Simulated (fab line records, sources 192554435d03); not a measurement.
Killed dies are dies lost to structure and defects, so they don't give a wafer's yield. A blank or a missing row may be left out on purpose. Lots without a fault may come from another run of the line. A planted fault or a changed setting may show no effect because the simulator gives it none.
fab line records | flow n5_finfet
record lots=10 wafers=29 last_day=17
route steps=1938 shown BEOL_M4@1111 MIM_TOP@1836 MIM_TOP_LITHO@1847 PASSIVATION@1906
lots that met no fault: from a run of the same line without faults
start_h: hours from the record's first day to the start of the lot's first wafer shown | wait_h: hours since the lot's step before | " the same as in the row above | L1.1+2: a row that stands for several wafers | - no value, or no start given | * or withheld: withheld | < > ~ a bound
route shown NAME@n: a module of which the file shows steps, and the number in the route of the first | usual: mean/standard deviation of fault-free wafers | same: alike in all rows | chamber/n: place in a boat | sites: the reading at each site | _std_site: their standard deviation | _edge_site: outer sites' mean less inner sites' | radius_mm: how far each site lies from the wafer's centre | mask NAME#n: copy n | behind: the tool/chamber that last shaped the wafer | hold: why the lot was held/for how many hours/how that ended | device: the transistor (n, p or np) that didn't switch | end of line: the same wafers' tests at the end of the route | a step without rows: its recipe alone | killed: dies lost to structure and defects at the first sort, not the wafer's yield | map: a wafer's dies, x killed, . not, _ none there
set.NAME: the setting as run; set.NAME@STEP: as run at that earlier step | model.NAME: the simulator's own value behind a step, which no gauge read
steps of the route over a sample of lots; a table a step, a row a wafer
services: from which hour (start_h, from the record's first day; less than 0 if before it) a tool's chamber was out of use, for how many hours, and why
## steps
# step N5_BEOL_M4_RC_MEAS_101
# usual DIBL_N=36.3/1.7 DIBL_P=36.5/1.8 IOFF_N=0.16/0.033 IOFF_P=0.21/0.037 ION_N=675/11 ION_P=462/7.9 SS_N=71.6/0.64 SS_P=73.3/0.68 VT_N=249/3.3 VT_P=-250/3.3
# columns lot.wafer tool chamber start_h wait_h DIBL_N[mV/V] DIBL_P[mV/V] IOFF_N[nA/um] IOFF_P[nA/um] ION_N[uA/um] ION_P[uA/um] SS_N[mV/dec] SS_P[mV/dec] VT_N[mV] VT_P[mV]
L528.2 prober-01 0 159.47 0.2 35.4 36.0 0.14 0.19 666 457 71.4 73.2 253 -255
L528.3 " 0 " " 35.3 36.6 0.15 0.20 684 469 71.6 73.9 249 -252
L528.5 " 0 " " 34.9 36.1 0.15 0.19 678 466 71.6 73.7 253 -252
L531.2 prober-01 0 181.49 0.2 35.7 36.1 0.15 0.18 682 467 71.0 73.3 251 -251
L531.5 " 0 " " 33.6 33.4 0.11 0.14 681 462 71.0 72.8 255 -257
L531.6 " 0 " " 36.1 36.5 0.14 0.18 677 463 71.5 73.3 253 -253
L535.2 prober-02 0 198.17 0.2 33.1 32.8 0.11 0.17 665 462 70.6 72.3 255 -253
L535.4 " 0 " " 34.9 33.6 0.12 0.18 656 455 70.5 71.4 253 -250
L535.5 " 0 " " 33.9 33.6 0.11 0.18 668 461 70.7 71.8 255 -251
L538.2 prober-01 0 223.35 0.2 34.9 35.2 0.15 0.22 679 467 71.0 73.7 249 -250
L538.5 " 0 " " 35.6 36.8 0.16 0.23 675 467 71.6 74.1 249 -248
L542.1 prober-01 0 253.69 0.0 35.8 36.1 0.17 0.27 673 471 71.4 73.0 247 -244
L542.2 " 0 " " 39.6 39.5 0.23 0.32 683 470 71.9 73.3 245 -241
L542.4 " 0 " " 36.3 36.7 0.17 0.27 690 478 71.5 72.8 247 -243
L545.3 prober-02 0 264.16 0.3 37.3 35.4 0.16 0.22 675 466 71.4 72.8 247 -246
L545.4 " 0 " " 35.6 34.2 0.15 0.22 703 481 71.4 72.5 246 -244
L545.6 " 0 " " 35.4 34.3 0.14 0.21 677 469 71.2 72.8 249 -245
L547.4 prober-01 0 267.91 0.5 37.3 36.6 0.16 0.23 678 472 71.4 72.5 254 -245
L547.5 " 0 " " 36.3 35.8 0.15 0.22 662 460 71.4 73.4 253 -248
L547.6 " 0 " " 37.3 36.4 0.17 0.23 667 464 71.9 73.5 249 -247
L546.1 prober-02 0 270.29 0.0 37.0 38.3 0.22 0.22 705 462 72.0 73.2 243 -251
L546.2 " 0 " " 38.2 39.1 0.23 0.23 686 456 72.5 73.7 244 -248
L546.5 " 0 " " 37.9 38.9 0.24 0.23 683 458 72.2 73.6 240 -250
L548.2 prober-02 0 288.09 0.2 33.4 33.1 0.13 0.17 682 465 71.4 72.7 251 -254
L548.3 " 0 " " 35.3 34.8 0.16 0.19 677 462 71.3 73.6 247 -251
L548.4 " 0 " " 34.3 33.9 0.14 0.18 672 459 71.9 73.2 250 -252
L551.1 prober-01 0 298.10 0.0 33.2 33.6 0.12 0.16 669 452 71.2 72.4 252 -256
L551.3 " 0 " " 36.3 37.7 0.18 0.21 678 461 71.9 74.4 248 -250
L551.5 " 0 " " 36.8 38.6 0.19 0.22 677 458 72.1 74.3 246 -253
# step N5_MIM_TOP_ALD_02
# recipe material=Al2O3 target_thk_a=* temp_c=withheld ald_precursor_family=TMA ald_co_reactant=O3 pulse_time_s=withheld purge_time_s=3 co_reactant_purge_time_s=withheld co_reactant_pulse_time_s=3 ald_cycles=withheld
# usual precursor_pulse_height_rel=1.001/0.021
# columns lot.wafer tool chamber start_h wait_h precursor_pulse_height_rel
L528.2 ald_hk-01 3 - - 1.002
L528.3 " 1 " " 0.994
L528.5 " 0 " " 1.018
L531.2 ald_hk-03 2 - - 0.961
L531.5 " 0 " " 0.990
L531.6 " 1 " " 0.976
L535.2 ald_hk-02 2 - - 1.000
L535.4 " 0 " " 0.986
L535.5 " 2 " " 0.988
L538.2 ald_hk-02 3 - - 1.019
L538.5 " 3 " " 1.025
L542.1 ald_hk-03 2 - - 0.991
L542.2 " 3 " " 0.995
L542.4 " 1 " " 0.995
L545.3 ald_hk-03 3 - - 1.030
L545.4 " 1 " " 0.991
L545.6 " 1 " " 0.988
L547.4 ald_hk-03 2 - - 0.992
L547.5 " 0 " " 0.987
L547.6 " 1 " " 1.003
L546.1 ald_hk-03 1 - - 0.984
L546.2 " 0 " " 1.009
L546.5 " 2 " " 1.010
L548.2 ald_hk-03 2 - - 1.019
L548.3 " 1 " " 1.030
L548.4 " 3 " " 0.999
L551.1 ald_hk-03 3 - - 1.010
L551.3 " 1 " " 1.020
L551.5 " 3 " " 0.993
# step N5_MIM_TOP_LITHO_CD_MEAS_08
# recipe target_cd_nm=2000 landing_energy_ev=500 detector=se_inlens
# usual cd_nm=1999.4/2.3
# columns lot.wafer tool chamber start_h wait_h cd_nm
L528.2 cd_sem-01 0 248.04 - 1998.3
L528.3 " 0 " " 1999.1
L528.5 " 0 " " 1996.9
L531.2 cd_sem-01 0 273.47 - 1998.3
L531.5 " 0 " " 1999.6
L531.6 " 0 " " 1998.7
L535.2 cd_sem-01 0 289.92 - 2002.8
L535.4 " 0 " " 1998.2
L535.5 " 0 " " 1999.5
L538.2 cd_sem-02 0 317.74 - 2002.3
L538.5 " 0 " " 2002.8
L542.1 cd_sem-03 0 343.71 - 1997.9
L542.2 " 0 " " 1996.0
L542.4 " 0 " " 1995.5
L545.3 cd_sem-01 0 354.89 - 1998.4
L545.4 " 0 " " 1998.5
L545.6 " 0 " " 1999.3
L547.4 cd_sem-03 0 359.74 - 1997.9
L547.5 " 0 " " 1999.7
L547.6 " 0 " " 1998.3
L546.1 cd_sem-02 0 365.24 - 1996.5
L546.2 " 0 " " 1999.6
L546.5 " 0 " " 2000.1
L548.2 cd_sem-01 0 375.21 - 1996.1
L548.3 " 0 " " 1997.8
L548.4 " 0 " " 1995.5
L551.1 cd_sem-03 0 392.73 - 2002.7
L551.3 " 0 " " 1998.4
L551.5 " 0 " " 2000.6
# step N5_PASSIVATION_OVL_MEAS_63
# recipe points_per_wafer=44
# usual PAD_OVL=1/5.4
# columns lot.wafer tool chamber start_h wait_h PAD_OVL[nm]
L528.2 overlay-01 0 256.27 0.0 -8
L528.3 " 0 " " 0
L528.5 " 0 " " 4
L531.2 overlay-01 0 279.87 0.0 1
L531.5 " 0 " " 1
L531.6 " 0 " " 5
L535.2 overlay-02 0 298.57 0.0 -3
L535.4 " 0 " " -2
L535.5 " 0 " " -8
L538.2 overlay-01 0 321.58 0.0 3
L538.5 " 0 " " 0
L542.1 overlay-02 0 348.03 0.0 6
L542.2 " 0 " " 1
L542.4 " 0 " " -4
L545.3 overlay-01 0 360.38 0.0 9
L545.4 " 0 " " 4
L545.6 " 0 " " 0
L547.4 overlay-02 0 364.31 0.0 -6
L547.5 " 0 " " -7
L547.6 " 0 " " -6
L546.1 overlay-02 0 369.69 0.0 3
L546.2 " 0 " " 7
L546.5 " 0 " " 1
L548.2 overlay-02 0 381.91 0.0 1
L548.3 " 0 " " 4
L548.4 " 0 " " -3
L551.1 overlay-02 0 397.26 0.0 -3
L551.3 " 0 " " 0
L551.5 " 0 " " -5
# step N5_PASSIVATION_ETCH_54
# recipe chemistry=CHF3/O2 target=SiO2 target_depth_a=8800 CHF3_flow_sccm=50 O2_flow_sccm=5 Ar_flow_sccm=200 time_s=440 mask_material=PR pressure_mtorr=30 source_w=650 bias_w=170 ion_energy_ev=200
# usual drypump_motor_current_A=5.4/0.49 oes_product_au=0.78/0.071 rf_vpp_V=524/7.7 showerhead_plenum_p_Torr=2.40/0.086 throttle_valve_pct=18.82/0.23
# columns lot.wafer tool chamber start_h wait_h drypump_motor_current_A oes_product_au rf_hours_counter_h rf_vpp_V showerhead_plenum_p_Torr throttle_valve_pct
L528.2 rie_diel-06 2 258.57 0.2 5.2 0.76 141 530 2.31 18.91
L528.3 " 0 " " 5.0 0.71 - 513 2.47 19.04
L528.5 " 2 " " 5.2 0.77 - 530 2.31 18.90
L531.2 rie_diel-06 0 282.41 0.1 5.1 0.70 223 512 2.47 19.06
L531.5 " 0 " " 5.0 0.70 - 512 2.47 19.06
L531.6 " 3 " " 4.9 0.77 - 530 2.32 18.47
L535.2 rie_diel-06 0 300.75 0.1 5.1 0.70 230 513 2.47 19.08
L535.4 " 1 " " 5.4 0.76 143 532 2.42 18.88
L535.5 " 3 " " 4.9 0.78 - 531 2.31 18.48
L538.2 rie_diel-06 3 323.77 0.1 4.9 0.77 129 529 2.31 18.49
L538.5 " 2 " " 5.2 0.75 - 529 2.30 18.94
L542.1 rie_diel-03 2 350.39 0.1 5.8 0.91 12 534 2.57 18.64
L542.2 " 3 " " 5.8 0.83 80 526 2.43 18.83
L542.4 " 0 " " 6.2 0.92 19 525 2.46 18.72
L545.3 rie_diel-03 0 362.57 0.1 6.3 0.90 23 526 2.46 18.72
L545.4 " 2 " " 5.7 0.89 16 534 2.57 18.65
L545.6 " 2 " " 5.8 0.90 - 534 2.57 18.65
L547.4 rie_diel-01 3 366.99 0.1 6.5 0.78 115 531 2.51 18.56
L547.5 " 2 " " 5.1 0.72 - 517 2.51 19.24
L547.6 " 3 " " 6.5 0.77 - 531 2.51 18.57
L546.1 rie_diel-03 0 371.87 0.1 6.3 0.89 27 526 2.45 18.72
L546.2 " 2 " " 5.8 0.88 19 534 2.57 18.66
L546.5 " 3 " " 5.8 0.82 - 526 2.43 18.84
L548.2 rie_diel-06 1 384.09 0.1 5.4 0.73 178 532 2.41 18.94
L548.3 " 3 " " 4.9 0.73 155 528 2.30 18.53
L548.4 " 2 " " 5.2 0.73 185 529 2.29 18.96
L551.1 rie_diel-06 0 400.05 0.1 5.1 0.95 11 511 2.45 18.73
L551.3 " 3 " " 4.9 0.74 161 529 2.30 18.54
L551.5 " 3 " " 4.9 0.73 - 530 2.30 18.52
# step N5_PASSIVATION_PROBE_49
# usual defect_limited_yield=91.3/1.5 killed_at_M0_to_M3=34/9.4 killed_at_M4_up=13/5.3 killed_at_contacts=13/5.7 killed_at_front_end=40/10 killed_at_other=3.7/2.8 killed_dies=103/17 killed_on_rim=13/4.2 killed_open=67/13 killed_short=35/8.5 sort_bin_5_function=5.0/0.98 sort_bin_6_memory=3.3/0.7 sort_n_pass=1077/17 sort_yield_pct=91.3/1.5
# same gross_dies=1180 killed_at_back_side=0 sort_bin_4_leakage[%]=0 sort_bin_8_speed[%]=0
# columns lot.wafer tool chamber start_h wait_h defect_limited_yield[%] killed_at_M0_to_M3 killed_at_M4_up killed_at_contacts killed_at_front_end killed_at_other killed_dies killed_on_rim killed_open killed_short sort_bin_5_function[%] sort_bin_6_memory[%] sort_n_pass sort_yield_pct[%]
L531.2 prober-02 - 285.28 0.1 78.6 46 13 20 55 119 253 38 97 45 16.4 4.7 927 78.6
L531.5 prober-02 - 285.43 0.2 88.6 56 12 17 47 2 134 21 87 46 7.5 3.3 1046 88.6
L531.6 prober-02 - 285.48 0.3 89.7 40 15 23 39 5 122 10 75 47 6.1 3.7 1058 89.7
L535.2 prober-02 - 303.59 0.1 83.6 43 9 14 46 81 193 31 78 37 12.0 4.2 987 83.6
L535.4 prober-02 - 303.69 0.2 91.1 39 13 12 36 5 105 9 69 35 5.2 3.6 1075 91.1
L535.5 prober-02 - 303.74 0.2 91.9 40 9 10 33 3 95 9 71 24 4.6 3.2 1085 91.9
L538.2 prober-02 - 326.72 0.2 86.3 33 18 11 45 55 162 29 75 37 9.1 4.2 1018 86.3
L538.5 prober-02 - 326.87 0.3 90.5 53 10 7 38 4 112 13 86 26 5.8 3.4 1068 90.5
# killed by level:class
L531.2 PASSIVATION:area_etch=110 MOL_CONTACT_COAG:geometric_particle:open=17 FIN_SAQP:geometric_particle:open=16 BEOL_M3:geometric_particle:open=11 FIN_SAQP:geometric_particle:short=10 BEOL_M0_SAQP:geometric_particle:short=10 STI_FIN_REVEAL:geometric_particle:open=9 BEOL_M0_SAQP:geometric_particle:open=9
L531.5 BEOL_M3:geometric_particle:open=19 FIN_SAQP:geometric_particle:short=13 MOL_CONTACT_COAG:geometric_particle:open=13 FIN_SAQP:geometric_particle:open=12 BEOL_M0_SAQP:geometric_particle:short=9 BEOL_M0_SAQP:geometric_particle:open=7 BEOL_M1:geometric_particle:open=7 BEOL_M3:geometric_particle:short=6
L531.6 MOL_CONTACT_COAG:geometric_particle:open=18 BEOL_M3:geometric_particle:open=12 FIN_SAQP:geometric_particle:open=11 BEOL_M0_SAQP:geometric_particle:short=11 FIN_SAQP:geometric_particle:short=10 BEOL_M0_SAQP:geometric_particle:open=7 BEOL_M1:geometric_particle:open=6 MOL_CONTACT_COAG:geometric_particle:short=5
L535.2 PASSIVATION:area_etch=78 STI_FIN_REVEAL:geometric_particle:open=14 MOL_CONTACT_COAG:geometric_particle:open=12 BEOL_M0_SAQP:geometric_particle:open=11 DUMMY_GATE:geometric_particle:open=9 BEOL_M0_SAQP:geometric_particle:short=8 BEOL_M3:geometric_particle:open=8 GATE_CUT:geometric_particle:short=7
L535.4 BEOL_M0_SAQP:geometric_particle:open=14 BEOL_M0_SAQP:geometric_particle:short=11 MOL_CONTACT_COAG:geometric_particle:open=8 FIN_SAQP:geometric_particle:open=7 DUMMY_GATE:geometric_particle:open=7 BEOL_M4:geometric_particle:open=7 FIN_SAQP:geometric_particle:short=6 GATE_CUT:geometric_particle:short=5
L535.5 BEOL_M0_SAQP:geometric_particle:open=12 DUMMY_GATE:geometric_particle:open=9 MOL_CONTACT_COAG:geometric_particle:open=8 BEOL_M3:geometric_particle:open=8 BEOL_M1:geometric_particle:open=6 STI_FIN_REVEAL:geometric_particle:open=5 BEOL_M0_SAQP:geometric_particle:short=5 FIN_SAQP:geometric_particle:short=4
L538.2 PASSIVATION:area_etch=49 BEOL_M2:geometric_particle:open=13 FIN_SAQP:geometric_particle:open=10 MOL_CONTACT_COAG:geometric_particle:open=8 GATE_CUT:geometric_particle:short=8 FIN_SAQP:geometric_particle:short=7 STI_FIN_REVEAL:geometric_particle:open=6 BEOL_M1:geometric_particle:open=5
L538.5 BEOL_M3:geometric_particle:open=12 DUMMY_GATE:geometric_particle:open=11 BEOL_M2:geometric_particle:open=10 STI_FIN_REVEAL:geometric_particle:open=8 BEOL_M0_SAQP:geometric_particle:open=8 BEOL_M1:geometric_particle:open=8 MOL_CONTACT_COAG:geometric_particle:open=7 GATE_CUT:geometric_particle:short=4
## services
# columns tool chamber start_h hours kind
ald_hk-01 - 234.70 2.8 pm
rie_diel-06 1 254.91 6.7 repair
rie_diel-06 3 258.08 2.7 repair
rie_diel-03 0 272.04 - clean
rie_diel-03 0 272.04 - consumable_replace:focus_ring
rie_diel-03 0 272.04 22.2 scheduled_down
rie_diel-03 0 272.04 22.2 vent_cycle
ald_hk-01 - 272.55 1.6 repair
rie_diel-03 2 294.28 - clean
rie_diel-03 2 294.28 - consumable_replace:focus_ring
rie_diel-03 2 294.28 - consumable_replace:showerhead
rie_diel-03 2 294.28 25.3 scheduled_down
rie_diel-03 2 294.28 25.3 vent_cycle
rie_diel-01 0 299.89 - clean
rie_diel-01 0 299.89 - consumable_replace:focus_ring
ald_hk-01 - 303.15 6.0 pm
rie_diel-06 2 336.84 9.5 repair
rie_diel-06 0 353.07 - clean
rie_diel-06 0 353.07 - consumable_replace:focus_ring
rie_diel-06 0 353.07 16.3 scheduled_down
rie_diel-06 0 353.07 16.3 vent_cycle
rie_diel-01 - 354.60 0.3 repair
ald_hk-02 - 361.58 2.8 pm
ald_hk-02 - 365.57 2.5 repair
## key
first_sign step=N5_PASSIVATION_PROBE_49 reading=killed_at_other direction=up sigmas=30 usual=3.7 struck=85
effect step=N5_PASSIVATION_PROBE_49 reading=sort_bin_5_function direction=up sigmas=7.6 usual=5.0 struck=12.5
more_kills_born_at N5_PASSIVATION_ETCH_54@rie_diel-06=237
met_at N5_PASSIVATION_ETCH_54
struck_lots L531,L535,L538
struck_wafers L531.2,L535.2,L538.2
not_acting_at N5_MIM_TOP_ALD_02,N5_MIM_TOP_LITHO_CD_MEAS_08,N5_PASSIVATION_OVL_MEAS_63
onset_between 258.57 282.41
fault kind=process_parameter_drift tool=rie_diel-06 chamber=- onset_h=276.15 steps=N5_PASSIVATION_ETCH_54 channel=time_s offset=* shape=step end_h=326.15 scope=struck_wafers_only acts_in=* stated=*
